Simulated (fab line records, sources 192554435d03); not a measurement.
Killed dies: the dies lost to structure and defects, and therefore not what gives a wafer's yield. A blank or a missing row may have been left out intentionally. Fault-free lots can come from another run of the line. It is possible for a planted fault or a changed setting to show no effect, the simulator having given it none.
Which tool was responsible? || flow n5Finfet || 24 wafers from 8 lots sampled at 6 of the route's 1938 steps

## WHAT THE GAUGES SHOWED, per wafer
N5_BEOL_M3_CD_MEAS_28: target cd 25.7 nm, target cd y 23.3 nm. Usual: 25.69 nm for cdNm, sd 0.23.
{"lot": "L485", "measured": "day 7 04:43", "on": "cdSem-02", "cdNm (nm)": "25.67 25.68 25.66", "flag": ""}
{"lot": "L490", "measured": "day 8 09:13", "on": "cdSem-03", "cdNm (nm)": "25.73 25.73 25.71", "flag": ""}
{"lot": "L491", "measured": "day 8 12:46", "on": "cdSem-03", "cdNm (nm)": "24.12 24.37 23.89", "flag": "OFF"}
{"lot": "L492", "measured": "day 8 19:17", "on": "cdSem-01", "cdNm (nm)": "24.19 24.72 24.66", "flag": "OFF"}
{"lot": "L497", "measured": "day 9 22:59", "on": "cdSem-02", "cdNm (nm)": "25.39 26.01 25.92", "flag": ""}
{"lot": "L500", "measured": "day 11 03:04", "on": "cdSem-02", "cdNm (nm)": "25.72 25.47 25.65", "flag": ""}
{"lot": "L502", "measured": "day 12 00:19", "on": "cdSem-01", "cdNm (nm)": "25.83 25.90 25.81", "flag": ""}
{"lot": "L507", "measured": "day 12 14:53", "on": "cdSem-02", "cdNm (nm)": "25.61 25.47 25.48", "flag": ""}

N5_BEOL_M4_RC_MEAS_101. Usual: CHAIN_V2 232 ohm/link, standard deviation 7.5; CHAIN_V2_max_site 241 ohm/link, standard deviation 8.2; DIBL_N 35.7 mV/V, standard deviation 1.3; DIBL_P 36.0 mV/V, standard deviation 1.6; IOFF_N 0.154 nA/um, standard deviation 0.025; IOFF_P 0.21 nA/um, standard deviation 0.034; ION_N 675 uA/um, standard deviation 9.7; ION_P 465 uA/um, standard deviation 7.4; SS_N 71.3 mV/dec, standard deviation 0.55; SS_P 73.1 mV/dec, standard deviation 0.52; VT_N 250 mV, standard deviation 3; VT_P -249 mV, standard deviation 3.6.
{"lot": "L485", "measured": "day 7 23:34", "on": "prober-01", "CHAIN_V2 (ohm/link)": "228 227 229", "CHAIN_V2_max_site (ohm/link)": "237 234 243", "DIBL_N (mV/V)": "37.3 35.8 37.5", "DIBL_P (mV/V)": "39.0 37.3 39.4", "IOFF_N (nA/um)": "0.199 0.157 0.190", "IOFF_P (nA/um)": "0.25 0.22 0.26", "ION_N (uA/um)": "697 682 674", "ION_P (uA/um)": "474 469 464", "SS_N (mV/dec)": "71.6 71.3 72.0", "SS_P (mV/dec)": "73.8 72.9 73.9", "VT_N (mV)": "244 247 244", "VT_P (mV)": "-248 -248 -248", "flag": ""}
{"lot": "L490", "measured": "day 9 03:46", "on": "prober-01", "CHAIN_V2 (ohm/link)": "249 240 231", "CHAIN_V2_max_site (ohm/link)": "256 246 244", "DIBL_N (mV/V)": "36.2 37.3 35.7", "DIBL_P (mV/V)": "36.6 38.7 35.5", "IOFF_N (nA/um)": "0.185 0.213 0.158", "IOFF_P (nA/um)": "0.28 0.30 0.24", "ION_N (uA/um)": "690 704 682", "ION_P (uA/um)": "481 492 469", "SS_N (mV/dec)": "71.3 71.8 71.7", "SS_P (mV/dec)": "73.0 73.5 72.8", "VT_N (mV)": "244 244 248", "VT_P (mV)": "-242 -243 -245", "flag": ""}
{"lot": "L491", "measured": "day 9 12:11", "on": "prober-01", "CHAIN_V2 (ohm/link)": "263 271 264", "CHAIN_V2_max_site (ohm/link)": "276 282 271", "DIBL_N (mV/V)": "35.7 33.9 34.3", "DIBL_P (mV/V)": "36.0 33.7 33.6", "IOFF_N (nA/um)": "0.142 0.120 0.118", "IOFF_P (nA/um)": "0.22 0.18 0.19", "ION_N (uA/um)": "661 674 665", "ION_P (uA/um)": "464 464 465", "SS_N (mV/dec)": "70.9 70.7 70.1", "SS_P (mV/dec)": "73.0 72.4 73.4", "VT_N (mV)": "250 254 252", "VT_P (mV)": "-247 -251 -247", "flag": "OFF"}
{"lot": "L492", "measured": "day 9 22:26", "on": "prober-01", "CHAIN_V2 (ohm/link)": "267 257 258", "CHAIN_V2_max_site (ohm/link)": "273 261 269", "DIBL_N (mV/V)": "34.2 35.7 34.2", "DIBL_P (mV/V)": "34.8 36.5 35.4", "IOFF_N (nA/um)": "0.125 0.151 0.129", "IOFF_P (nA/um)": "0.21 0.23 0.21", "ION_N (uA/um)": "667 676 662", "ION_P (uA/um)": "469 465 465", "SS_N (mV/dec)": "71.0 71.8 71.3", "SS_P (mV/dec)": "72.6 73.2 72.9", "VT_N (mV)": "251 251 254", "VT_P (mV)": "-248 -247 -247", "flag": "OFF"}
{"lot": "L497", "measured": "day 10 20:22", "on": "prober-01", "CHAIN_V2 (ohm/link)": "235 236 237", "CHAIN_V2_max_site (ohm/link)": "242 243 245", "DIBL_N (mV/V)": "35.5 37.2 36.6", "DIBL_P (mV/V)": "34.5 36.2 35.7", "IOFF_N (nA/um)": "0.131 0.157 0.153", "IOFF_P (nA/um)": "0.17 0.20 0.18", "ION_N (uA/um)": "669 670 685", "ION_P (uA/um)": "456 454 458", "SS_N (mV/dec)": "70.7 71.0 71.5", "SS_P (mV/dec)": "74.0 73.5 74.0", "VT_N (mV)": "254 250 249", "VT_P (mV)": "-256 -255 -255", "flag": ""}
{"lot": "L500", "measured": "day 12 06:13", "on": "prober-02", "CHAIN_V2 (ohm/link)": "222 212 226", "CHAIN_V2_max_site (ohm/link)": "234 226 237", "DIBL_N (mV/V)": "33.4 34.0 34.2", "DIBL_P (mV/V)": "33.0 33.0 33.6", "IOFF_N (nA/um)": "0.112 0.117 0.121", "IOFF_P (nA/um)": "0.17 0.16 0.17", "ION_N (uA/um)": "668 665 664", "ION_P (uA/um)": "469 460 456", "SS_N (mV/dec)": "70.9 70.6 70.5", "SS_P (mV/dec)": "73.2 72.9 73.1", "VT_N (mV)": "256 253 253", "VT_P (mV)": "-252 -253 -255", "flag": ""}
{"lot": "L502", "measured": "day 12 14:13", "on": "prober-01", "CHAIN_V2 (ohm/link)": "230 220 227", "CHAIN_V2_max_site (ohm/link)": "242 228 237", "DIBL_N (mV/V)": "36.0 35.8 36.1", "DIBL_P (mV/V)": "35.6 35.8 35.7", "IOFF_N (nA/um)": "0.168 0.165 0.170", "IOFF_P (nA/um)": "0.22 0.22 0.22", "ION_N (uA/um)": "683 678 682", "ION_P (uA/um)": "467 471 469", "SS_N (mV/dec)": "71.6 71.2 71.2", "SS_P (mV/dec)": "73.3 73.4 73.1", "VT_N (mV)": "249 247 248", "VT_P (mV)": "-247 -248 -246", "flag": ""}
{"lot": "L507", "measured": "day 13 16:16", "on": "prober-01", "CHAIN_V2 (ohm/link)": "233 224 232", "CHAIN_V2_max_site (ohm/link)": "245 229 236", "DIBL_N (mV/V)": "35.1 36.5 37.9", "DIBL_P (mV/V)": "33.1 34.6 36.6", "IOFF_N (nA/um)": "0.124 0.139 0.169", "IOFF_P (nA/um)": "0.19 0.22 0.24", "ION_N (uA/um)": "674 666 680", "ION_P (uA/um)": "470 469 476", "SS_N (mV/dec)": "70.4 71.8 71.0", "SS_P (mV/dec)": "71.9 71.9 73.1", "VT_N (mV)": "252 251 245", "VT_P (mV)": "-249 -246 -246", "flag": ""}

## EACH LOT AND THE TOOL THAT RAN IT (in order: tool; ch and the chambers of the sampled wafers; start)
{"lot": "L485", "N5_BEOL_M3_ETCH_63": "rieDiel-05 ch 1,2,3, day 7 03:41", "N5_BEOL_M3_EXPOSE_25": "euvScanner-01 ch 0, day 7 04:34", "N5_BEOL_M3_DESCUM_33": "rieDiel-06 ch 0,1,2, day 7 05:10", "N5_BEOL_M3_ETCH_77": "rieDiel-06 ch 0,1,2, day 7 05:13"}
{"lot": "L490", "N5_BEOL_M3_ETCH_63": "rieDiel-05 ch 1,2,3, day 8 08:23", "N5_BEOL_M3_EXPOSE_25": "euvScanner-01 ch 0, day 8 09:04", "N5_BEOL_M3_DESCUM_33": "rieDiel-05 ch 1,2,3, day 8 09:20", "N5_BEOL_M3_ETCH_77": "rieDiel-05 ch 1,2,3, day 8 09:22"}
{"lot": "L491", "N5_BEOL_M3_ETCH_63": "rieDiel-05 ch 0,1, day 8 11:57", "N5_BEOL_M3_EXPOSE_25": "euvScanner-01 ch 0, day 8 12:39", "N5_BEOL_M3_DESCUM_33": "rieDiel-06 ch 0,2,3, day 8 12:53", "N5_BEOL_M3_ETCH_77": "rieDiel-06 ch 0,2,3, day 8 12:56"}
{"lot": "L492", "N5_BEOL_M3_ETCH_63": "rieDiel-05 ch 0,3, day 8 18:35", "N5_BEOL_M3_EXPOSE_25": "euvScanner-01 ch 0, day 8 19:08", "N5_BEOL_M3_DESCUM_33": "rieDiel-02 ch 0,1, day 8 19:24", "N5_BEOL_M3_ETCH_77": "rieDiel-02 ch 0,1, day 8 19:26"}
{"lot": "L497", "N5_BEOL_M3_ETCH_63": "rieDiel-02 ch 1,3, day 9 22:17", "N5_BEOL_M3_EXPOSE_25": "euvScanner-02 ch 0, day 9 22:50", "N5_BEOL_M3_DESCUM_33": "rieDiel-02 ch 1,2, day 9 23:17", "N5_BEOL_M3_ETCH_77": "rieDiel-02 ch 1,2, day 9 23:19"}
{"lot": "L500", "N5_BEOL_M3_ETCH_63": "rieDiel-06 ch 0,2,3, day 11 02:13", "N5_BEOL_M3_EXPOSE_25": "euvScanner-02 ch 0, day 11 02:55", "N5_BEOL_M3_DESCUM_33": "rieDiel-06 ch 0,2, day 11 03:13", "N5_BEOL_M3_ETCH_77": "rieDiel-06 ch 0,2, day 11 03:14"}
{"lot": "L502", "N5_BEOL_M3_ETCH_63": "rieDiel-02 ch 1,2, day 11 23:32", "N5_BEOL_M3_EXPOSE_25": "euvScanner-02 ch 0, day 12 00:10", "N5_BEOL_M3_DESCUM_33": "rieDiel-05 ch 0,1,2, day 12 00:52", "N5_BEOL_M3_ETCH_77": "rieDiel-05 ch 0,1,2, day 12 00:53"}
{"lot": "L507", "N5_BEOL_M3_ETCH_63": "rieDiel-02 ch 0,2,3, day 12 14:10", "N5_BEOL_M3_EXPOSE_25": "euvScanner-02 ch 0, day 12 14:44", "N5_BEOL_M3_DESCUM_33": "rieDiel-06 ch 0,1,3, day 12 15:00", "N5_BEOL_M3_ETCH_77": "rieDiel-06 ch 0,1,3, day 12 15:02"}
- N5_BEOL_M3_ETCH_63: etches SiARC in CF4, target depth 15.6 nm, time 26 s.
- N5_BEOL_M3_EXPOSE_25: exposes mask V2, defocus 5 nm.
- N5_BEOL_M3_DESCUM_33: chemistry O2, time 7 s.
- N5_BEOL_M3_ETCH_77: etches underlayer in N2/H2, target depth 6.5 nm, time 5.2 s.

## AS READ BY THE TOOLS THEMSELVES (means over the sampled wafers that have a number; for cases with no such wafer, the mark the record gives instead)
N5_BEOL_M3_ETCH_63. Usual: drypumpMotorCurrentA 5.8 A, standard deviation 0.45; etchRfOnTimeS 26.2 s, standard deviation 0.34; oesProductAu 0.65 a.u., standard deviation 0.061; rfVppV 184.2 V, standard deviation 1.3; showerheadPlenumPTorr 2.17 Torr, standard deviation 0.084; throttleValvePct 15.76 %, standard deviation 0.19.
{"lot": "L485", "tool": "rieDiel-05", "drypumpMotorCurrentA (A)": 6.3, "etchRfOnTimeS (s)": 26.2, "oesProductAu (a.u.)": 0.64, "rfVppV (V)": 183.9, "showerheadPlenumPTorr (Torr)": 2.14, "throttleValvePct (%)": 15.81, "flag": ""}
{"lot": "L490", "tool": "rieDiel-05", "drypumpMotorCurrentA (A)": 6.3, "etchRfOnTimeS (s)": 26.3, "oesProductAu (a.u.)": 0.64, "rfVppV (V)": 184.7, "showerheadPlenumPTorr (Torr)": 2.13, "throttleValvePct (%)": 15.83, "flag": ""}
{"lot": "L491", "tool": "rieDiel-05", "drypumpMotorCurrentA (A)": 5.7, "etchRfOnTimeS (s)": 25.9, "oesProductAu (a.u.)": 0.66, "rfVppV (V)": 184.1, "showerheadPlenumPTorr (Torr)": 2.15, "throttleValvePct (%)": 15.74, "flag": ""}
{"lot": "L492", "tool": "rieDiel-05", "drypumpMotorCurrentA (A)": 6.2, "etchRfOnTimeS (s)": 26.6, "oesProductAu (a.u.)": 0.63, "rfVppV (V)": 185.2, "showerheadPlenumPTorr (Torr)": 2.22, "throttleValvePct (%)": 15.92, "flag": ""}
{"lot": "L497", "tool": "rieDiel-02", "drypumpMotorCurrentA (A)": 5.8, "etchRfOnTimeS (s)": 25.6, "oesProductAu (a.u.)": 0.69, "rfVppV (V)": 184.4, "showerheadPlenumPTorr (Torr)": 2.23, "throttleValvePct (%)": 15.46, "flag": ""}
{"lot": "L500", "tool": "rieDiel-06", "drypumpMotorCurrentA (A)": 5.5, "etchRfOnTimeS (s)": 26.1, "oesProductAu (a.u.)": 0.72, "rfVppV (V)": 184.2, "showerheadPlenumPTorr (Torr)": 2.19, "throttleValvePct (%)": 15.68, "flag": ""}
{"lot": "L502", "tool": "rieDiel-02", "drypumpMotorCurrentA (A)": 5.4, "etchRfOnTimeS (s)": 26.4, "oesProductAu (a.u.)": 0.62, "rfVppV (V)": 184.3, "showerheadPlenumPTorr (Torr)": 2.21, "throttleValvePct (%)": 15.73, "flag": ""}
{"lot": "L507", "tool": "rieDiel-02", "drypumpMotorCurrentA (A)": 5.9, "etchRfOnTimeS (s)": 26.2, "oesProductAu (a.u.)": 0.66, "rfVppV (V)": 184.0, "showerheadPlenumPTorr (Torr)": 2.18, "throttleValvePct (%)": 15.66, "flag": ""}

N5_BEOL_M3_EXPOSE_25. Usual: exposureDoseMJCm2 63.7, standard deviation 0.75; reticleTempC 22.98 C, standard deviation 0.12.
{"lot": "L485", "tool": "euvScanner-01", "exposureDoseMJCm2": 64.4, "reticleTempC (C)": 23.03, "flag": ""}
{"lot": "L490", "tool": "euvScanner-01", "exposureDoseMJCm2": 64.6, "reticleTempC (C)": 23.12, "flag": ""}
{"lot": "L491", "tool": "euvScanner-01", "exposureDoseMJCm2": 58.7, "reticleTempC (C)": 23.02, "flag": "OFF"}
{"lot": "L492", "tool": "euvScanner-01", "exposureDoseMJCm2": 59.9, "reticleTempC (C)": 22.96, "flag": "OFF"}
{"lot": "L497", "tool": "euvScanner-02", "exposureDoseMJCm2": 63.0, "reticleTempC (C)": 23.03, "flag": ""}
{"lot": "L500", "tool": "euvScanner-02", "exposureDoseMJCm2": 63.0, "reticleTempC (C)": 23.01, "flag": ""}
{"lot": "L502", "tool": "euvScanner-02", "exposureDoseMJCm2": 63.0, "reticleTempC (C)": 22.93, "flag": ""}
{"lot": "L507", "tool": "euvScanner-02", "exposureDoseMJCm2": 63.0, "reticleTempC (C)": 23.08, "flag": ""}

N5_BEOL_M3_DESCUM_33. Usual: drypumpMotorCurrentA 5.8 A, standard deviation 0.46; oesProductAu 0.76 a.u., standard deviation 0.078; rfVppV 243.5 V, standard deviation 1.5; showerheadPlenumPTorr 2.12 Torr, standard deviation 0.085; throttleValvePct 20.55 %, standard deviation 0.16.
{"lot": "L485", "tool": "rieDiel-06", "drypumpMotorCurrentA (A)": 5.4, "oesProductAu (a.u.)": 0.77, "rfVppV (V)": 243.5, "showerheadPlenumPTorr (Torr)": 2.12, "throttleValvePct (%)": 20.51, "flag": ""}
{"lot": "L490", "tool": "rieDiel-05", "drypumpMotorCurrentA (A)": 6.3, "oesProductAu (a.u.)": 0.75, "rfVppV (V)": 243.2, "showerheadPlenumPTorr (Torr)": 2.09, "throttleValvePct (%)": 20.63, "flag": ""}
{"lot": "L491", "tool": "rieDiel-06", "drypumpMotorCurrentA (A)": 5.5, "oesProductAu (a.u.)": 0.76, "rfVppV (V)": 243.7, "showerheadPlenumPTorr (Torr)": 2.14, "throttleValvePct (%)": 20.60, "flag": ""}
{"lot": "L492", "tool": "rieDiel-02", "drypumpMotorCurrentA (A)": 5.9, "oesProductAu (a.u.)": 0.73, "rfVppV (V)": 243.0, "showerheadPlenumPTorr (Torr)": 2.05, "throttleValvePct (%)": 20.50, "flag": ""}
{"lot": "L497", "tool": "rieDiel-02", "drypumpMotorCurrentA (A)": 5.4, "oesProductAu (a.u.)": 0.74, "rfVppV (V)": 244.3, "showerheadPlenumPTorr (Torr)": 2.17, "throttleValvePct (%)": 20.43, "flag": ""}
{"lot": "L500", "tool": "rieDiel-06", "drypumpMotorCurrentA (A)": 5.6, "oesProductAu (a.u.)": 0.95, "rfVppV (V)": 244.1, "showerheadPlenumPTorr (Torr)": 2.13, "throttleValvePct (%)": 20.36, "flag": ""}
{"lot": "L502", "tool": "rieDiel-05", "drypumpMotorCurrentA (A)": 5.9, "oesProductAu (a.u.)": 0.73, "rfVppV (V)": 242.9, "showerheadPlenumPTorr (Torr)": 2.08, "throttleValvePct (%)": 20.57, "flag": ""}
{"lot": "L507", "tool": "rieDiel-06", "drypumpMotorCurrentA (A)": 5.4, "oesProductAu (a.u.)": 0.73, "rfVppV (V)": 243.0, "showerheadPlenumPTorr (Torr)": 2.11, "throttleValvePct (%)": 20.63, "flag": ""}

N5_BEOL_M3_ETCH_77. Usual: drypumpMotorCurrentA 5.8 A (standard deviation 0.46); etchRfOnTimeS 5.24 s (standard deviation 0.07); h2FlowSccm 200.0 sccm (standard deviation 0.59); oesProductAu 0.65 a.u. (standard deviation 0.066); rfVppV 524 V (standard deviation 3.1); showerheadPlenumPTorr 2.57 Torr (standard deviation 0.1); throttleValvePct 18.02 % (standard deviation 0.19).
{"lot": "L485", "tool": "rieDiel-06", "drypumpMotorCurrentA (A)": 5.4, "etchRfOnTimeS (s)": 5.23, "h2FlowSccm (sccm)": 199.8, "oesProductAu (a.u.)": 0.66, "rfVppV (V)": 526, "showerheadPlenumPTorr (Torr)": 2.58, "throttleValvePct (%)": 18.02, "flag": ""}
{"lot": "L490", "tool": "rieDiel-05", "drypumpMotorCurrentA (A)": 6.3, "etchRfOnTimeS (s)": 5.32, "h2FlowSccm (sccm)": 199.9, "oesProductAu (a.u.)": 0.64, "rfVppV (V)": 524, "showerheadPlenumPTorr (Torr)": 2.54, "throttleValvePct (%)": 18.09, "flag": ""}
{"lot": "L491", "tool": "rieDiel-06", "drypumpMotorCurrentA (A)": 5.5, "etchRfOnTimeS (s)": 5.27, "h2FlowSccm (sccm)": 200.0, "oesProductAu (a.u.)": 0.65, "rfVppV (V)": 525, "showerheadPlenumPTorr (Torr)": 2.61, "throttleValvePct (%)": 18.16, "flag": ""}
{"lot": "L492", "tool": "rieDiel-02", "drypumpMotorCurrentA (A)": 5.9, "etchRfOnTimeS (s)": 5.24, "h2FlowSccm (sccm)": 200.0, "oesProductAu (a.u.)": 0.61, "rfVppV (V)": 521, "showerheadPlenumPTorr (Torr)": 2.49, "throttleValvePct (%)": 17.98, "flag": ""}
{"lot": "L497", "tool": "rieDiel-02", "drypumpMotorCurrentA (A)": 5.4, "etchRfOnTimeS (s)": 5.22, "h2FlowSccm (sccm)": 199.7, "oesProductAu (a.u.)": 0.63, "rfVppV (V)": 526, "showerheadPlenumPTorr (Torr)": 2.64, "throttleValvePct (%)": 17.91, "flag": ""}
{"lot": "L500", "tool": "rieDiel-06", "drypumpMotorCurrentA (A)": 5.6, "etchRfOnTimeS (s)": 5.19, "h2FlowSccm (sccm)": 200.5, "oesProductAu (a.u.)": 0.81, "rfVppV (V)": 524, "showerheadPlenumPTorr (Torr)": 2.60, "throttleValvePct (%)": 17.86, "flag": ""}
{"lot": "L502", "tool": "rieDiel-05", "drypumpMotorCurrentA (A)": 5.9, "etchRfOnTimeS (s)": 5.22, "h2FlowSccm (sccm)": 200.4, "oesProductAu (a.u.)": 0.62, "rfVppV (V)": 523, "showerheadPlenumPTorr (Torr)": 2.53, "throttleValvePct (%)": 18.01, "flag": ""}
{"lot": "L507", "tool": "rieDiel-06", "drypumpMotorCurrentA (A)": 5.3, "etchRfOnTimeS (s)": 5.27, "h2FlowSccm (sccm)": 199.9, "oesProductAu (a.u.)": 0.63, "rfVppV (V)": 524, "showerheadPlenumPTorr (Torr)": 2.56, "throttleValvePct (%)": 18.15, "flag": ""}

## THE ANSWER, worked out from the rows above alone
Rule: a lot is off if the mean of its wafers that have a number lies more than 3 standard deviations from the usual mean. Also off: a lot with no number at a reading for which 4 or more lots have one. Where the step has rows for the other lots, those lots are counted as sound. Order of review: gauges by route order, followed by the tools' own readings, for which a lot's mean as printed above is used. At the first step where some lot is off, the reading lying furthest off is the one used; lots without a number count as furthest.
Off at N5_BEOL_M3_CD_MEAS_28 (cdNm): L491, L492.
A tool fits if, at a process step before that reading, it ran every lot that is off, and no sound lot after the first of them. Not tried: the gauges at N5_BEOL_M3_CD_MEAS_28; whatever is off there is also off at N5_BEOL_M4_RC_MEAS_101, on other tools, and gauge error can't account for it. 2 tools fit, rieDiel-05 at N5_BEOL_M3_ETCH_63 and euvScanner-01 at N5_BEOL_M3_EXPOSE_25, so this cannot tell which one it is.

## WHAT THE SIMULATOR HAD INSERTED
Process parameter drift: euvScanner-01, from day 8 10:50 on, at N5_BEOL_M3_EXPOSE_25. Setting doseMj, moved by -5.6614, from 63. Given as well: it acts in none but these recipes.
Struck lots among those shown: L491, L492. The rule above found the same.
